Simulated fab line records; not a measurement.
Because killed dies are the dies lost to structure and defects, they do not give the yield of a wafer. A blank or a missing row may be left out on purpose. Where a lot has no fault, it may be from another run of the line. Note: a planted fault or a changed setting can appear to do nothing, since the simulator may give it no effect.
fab line records	flow n5Finfet
[record] lots = 6	wafers = 18	lastDay = 16
route steps=1938 shown BEOL_M13@1675
lots with no fault: from the same line, run without faults
startH: the number of hours between the record's first day and the start of the first shown wafer of the lot	waitH: time in hours since the lot's previous step	" repeats the value in the row above	L1.1+2: one row covering several wafers at once	- no value, or no start was given	* or withheld: withheld	< > ~ a bound
route shown NAME@n: a module of which the file shows steps, and the number in the route of the first	usual: average and standard deviation across the fault-free wafers	same: alike in all rows	chamber/n: place in a boat	sites: each site's reading	_std_site: the standard deviation of these	_edge_site: mean of outer sites minus mean of inner sites	radiusMm: how far each site lies from the wafer's centre	mask NAME#n: copy n	behind: tool/chamber where the wafer was last shaped	hold: cause of the lot's hold/its duration in hours/its outcome	device: whichever transistor did not switch (one of n, p or np)	end of line: tests run on the same wafers once the route is complete	a step with no rows: only its recipe	killed: the dies lost at the first sort to structure and to defects; this is not the yield of the wafer	map: shows each die of a wafer: x if killed, . if not, _ if none is there
set.NAME: the setting as run; set.NAME@STEP: as run at that earlier step	model.NAME: the simulator's own value behind a step, which no gauge read
a table for each step, a row for each wafer; lots at some steps of the route
services: from which hour (startH, from the record's first day; less than 0 if before it) a tool's chamber was out of use, for how many hours, and why
[[steps]]
[step N5_BEOL_M13_STRIP_63]
[recipe] chemistry = N2/H2	powerW = 1000	tempC = 250	h2Frac = 0.65	overashFraction = 0.3	pressureMtorr = 1000	n2FlowSccm = 1750	h2FlowSccm = 3250
[usual] chamberPressureMTorr = 999.7/0.85	drypumpMotorCurrentA = 6.24/0.26	heaterPowerW = 312/21	oesProductAu = 0.674/0.005	stripTimeToEndpointS = 27.7/1.4
lot.wafer	tool	chamber	startH	waitH	chamberPressureMTorr	drypumpMotorCurrentA	heaterPowerW	oesProductAu	rfHoursCounterH	stripTimeToEndpointS
L682.2	plasmaAsher-01	0	260.26	-	999.4	6.50	291	0.660	76	26.8
L682.3	"	0	"	"	999.9	6.47	290	0.670	-	29.4
L682.5	"	0	"	"	999.2	6.49	291	0.671	-	26.1
L684.1	plasmaAsher-02	0	284.30	-	999.9	5.99	340	0.673	129	28.8
L684.4	"	1	"	"	999.3	5.96	288	0.670	-	28.2
L684.5	"	1	"	"	1001.3	5.97	287	0.677	-	27.9
L687.1	plasmaAsher-01	0	302.27	-	1000.4	6.49	293	0.673	84	27.3
L687.2	"	1	"	"	998.8	6.52	316	0.676	84	26.5
L687.4	"	1	"	"	999.0	6.49	316	0.662	-	24.0
L689.2	plasmaAsher-02	0	303.44	-	1000.6	6.03	344	0.672	133	26.7
L689.3	"	1	"	"	999.7	5.92	293	0.684	-	29.3
L689.5	"	0	"	"	998.6	6.06	340	0.670	-	26.3
L696.2	plasmaAsher-02	0	340.82	-	1000.2	6.01	327	0.672	141	30.0
L696.4	"	1	"	"	998.6	5.97	302	0.677	-	27.2
L696.5	"	0	"	"	999.8	6.00	338	0.673	-	27.1
L694.2	plasmaAsher-02	1	344.59	-	1000.0	5.95	288	0.676	142	26.9
L694.3	"	1	"	"	999.0	5.93	286	0.666	-	26.9
L694.6	"	1	"	"	999.6	5.96	294	0.671	-	24.4
[step N5_BEOL_M13_STRIP_64]
[recipe] chemistry = N2/H2	powerW = 1000	tempC = 250	h2Frac = 0.65	overashFraction = 0.3	pressureMtorr = withheld	n2FlowSccm = 1750	h2FlowSccm = 3250
[usual] drypumpMotorCurrentA = 6.24/0.27	heaterPowerW = 313/20	oesProductAu = 0.714/0.0045	stripTimeToEndpointS = 31.28/0.072
lot.wafer	tool	chamber	startH	waitH	drypumpMotorCurrentA	heaterPowerW	oesProductAu	rfHoursCounterH	stripTimeToEndpointS
L682.2	plasmaAsher-01	0	260.32	0.0	6.50	296	0.718	76	31.26
L682.3	"	0	"	"	6.50	298	0.709	-	31.35
L682.5	"	0	"	"	6.51	299	0.714	-	31.24
L684.1	plasmaAsher-02	0	284.36	0.0	6.02	337	0.712	129	31.15
L684.4	"	1	"	"	5.96	284	0.719	-	31.21
L684.5	"	1	"	"	5.97	285	0.715	-	31.29
L687.1	plasmaAsher-01	0	302.33	0.0	6.50	293	0.707	84	31.27
L687.2	"	1	"	"	6.53	322	0.721	84	31.34
L687.4	"	1	"	"	6.52	327	0.715	-	31.35
L689.2	plasmaAsher-02	0	303.50	0.0	5.98	334	0.707	133	31.36
L689.3	"	1	"	"	5.95	289	0.714	-	31.45
L689.5	"	0	"	"	6.04	349	0.718	-	31.33
L696.2	plasmaAsher-02	0	340.88	0.0	6.02	334	0.712	141	31.30
L696.4	"	1	"	"	5.95	293	0.714	-	31.34
L696.5	"	0	"	"	6.00	338	0.705	-	31.25
L694.2	plasmaAsher-02	1	344.65	0.0	5.95	294	0.714	142	31.20
L694.3	"	1	"	"	5.93	284	0.718	-	31.23
L694.6	"	1	"	"	5.94	297	0.716	-	31.24
[step N5_BEOL_M13_STRIP_71]
[recipe] chemistry = postEtchResidueRemover	timeS = 60	tempC = 25	removerPh = withheld	removerWaterWtPct = withheld	removerFluorideWtPct = withheld
[step N5_BEOL_M13_SRD_72]
[recipe] timeS = 30	tempC = 23	rinseLiquid = diw	dry = n2Spin	spinRpm = 1500	dryTimeS = 30
[step N5_BEOL_M13_CD_MEAS_17]
[recipe] targetCdNm = 190	polarity = opening
[usual] cdNm = 189.5/1.9
lot.wafer	tool	chamber	startH	waitH	cdNm
L682.2	cdSem-03	-	260.46	0.0	186.5
L682.3	"	-	"	"	191.1
L682.5	"	-	"	"	191.6
L684.1	cdSem-02	-	284.51	0.0	187.8
L684.4	"	-	"	"	190.1
L684.5	"	-	"	"	189.3
L687.1	cdSem-01	-	302.48	0.0	187.5
L687.2	"	-	"	"	187.0
L687.4	"	-	"	"	190.7
L689.2	cdSem-02	-	303.65	0.0	187.7
L689.3	"	-	"	"	190.8
L689.5	"	-	"	"	191.3
L696.2	cdSem-03	-	341.03	0.0	188.4
L696.4	"	-	"	"	192.2
L696.5	"	-	"	"	189.0
L694.2	cdSem-01	-	344.80	0.0	188.8
L694.3	"	-	"	"	188.9
L694.6	"	-	"	"	191.4
[step N5_BEOL_M13_COAT_65]
[recipe] resist = SOC	tempC = 250	timeS = 60	spinRpm = 1500	resistThkNm = 350
[step N5_BEOL_M13_COAT_66]
[recipe] resist = SiARC	tempC = 220	timeS = 60	spinRpm = 1500	resistThkNm = 110
[step N5_BEOL_M13_COAT_22]
[recipe] spinRpm = 2888	resistThkNm = 300
[step N5_BEOL_M13_EBR_24]
[recipe] solvent = PGMEA	ebrWidthMm = 1.5
[step N5_BEOL_M13_SOFTBAKE_23]
[recipe] tempC = 130	timeS = 60
[step N5_BEOL_M13_EXPOSE_25]
[recipe] maskId = M13	na = 0.93	sourceShape = conventional	sigmaOuter = 0.4	polarization = unpolarized	targetCdNm = 210	doseMj = 22
[step N5_BEOL_M13_PEB_26]
[recipe] pebTempC = 130	pebTimeS = 90
[step N5_BEOL_M13_DEVELOP_27]
[recipe] developTimeS = 45	rinseLiquid = diw	dry = airSpin	devTempC = 21
[usual] chillPlateTempC = 22.99/0.1	developTimeS = 45/0	developerTempC = 21.01/0.11	resistLineTempC = 23.00/0.11
lot.wafer	tool	chamber	startH	waitH	chillPlateTempC	developTimeS	developerTempC	resistLineTempC	model.coat_of_BEOL_M13_COAT_22.thkNm
L682.2	lithoTrack-02	0	260.68	-	23.09	45	21.08	23.05	286.6
L682.3	"	0	"	"	23.03	45	21.03	23.19	285.8
L682.5	"	0	"	"	22.91	45	20.96	23.08	286.6
L684.1	lithoTrack-01	0	284.85	-	23.16	45	21.15	23.15	286.6
L684.4	"	0	"	"	22.98	45	21.26	23.10	285.8
L684.5	"	0	"	"	23.12	45	21.17	22.96	286.2
L687.1	lithoTrack-03	-	302.70	-	-	-	-	-	298.4
L687.2	"	-	"	"	-	-	-	-	299.2
L687.4	"	-	"	"	-	-	-	-	297.6
L689.2	lithoTrack-02	-	303.99	-	-	-	-	-	300.6
L689.3	"	-	"	"	-	-	-	-	301.6
L689.5	"	-	"	"	-	-	-	-	301
L696.2	lithoTrack-01	0	341.25	-	23.08	45	21.15	23.15	286.2
L696.4	"	0	"	"	23.01	45	21.06	23.03	286
L696.5	"	0	"	"	23.01	45	20.97	23.17	286.6
L694.2	lithoTrack-02	0	345.02	-	22.97	45	20.93	23.01	287.6
L694.3	"	0	"	"	22.97	45	20.89	23.00	288.4
L694.6	"	0	"	"	23.11	45	20.99	22.92	286.8
[step N5_BEOL_M13_HARDBAKE_32]
[recipe] tempC = 130	timeS = 120
[[services]]
tool	chamber	startH	hours	kind
plasmaAsher-02	-	309.52	2.3	repair
lithoTrack-03	-	328.51	-	consumableReplace:filter
[[key]]
[firstSign] step = N5_BEOL_M13_DEVELOP_27	reading = toolRecord	direction = missing
effect none on later readings
[modelEffect] step = N5_BEOL_M13_DEVELOP_27	value = coat_of_BEOL_M13_COAT_22.thkNm	without = 286.6	struck = 299.7
metAt N5_BEOL_M13_DEVELOP_27
struckWafers L687.1,L687.2,L687.4,L689.2,L689.3,L689.5
laterRowsLeftOut L687.1,L687.2,L687.4,L689.2,L689.3,L689.5
sortLeftOut L687.1,L687.2,L687.4,L689.2,L689.3,L689.5
onsetBetween 260.68 302.70
[fault] kind = skippedStepWhole	tool = lithoTrack-02,lithoTrack-03	chamber = -	onsetH = 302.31	steps = N5_BEOL_M13_DEVELOP_27	scope = struckLotsOnly
// sortLeftOut: the simulated sort isn't trusted on such a fault, so these wafers' sort isn't shown, and their yield isn't known
// laterRowsLeftOut: the simulator's readings of these wafers behind a module that went badly wrong aren't trusted and aren't shown, but for the sort
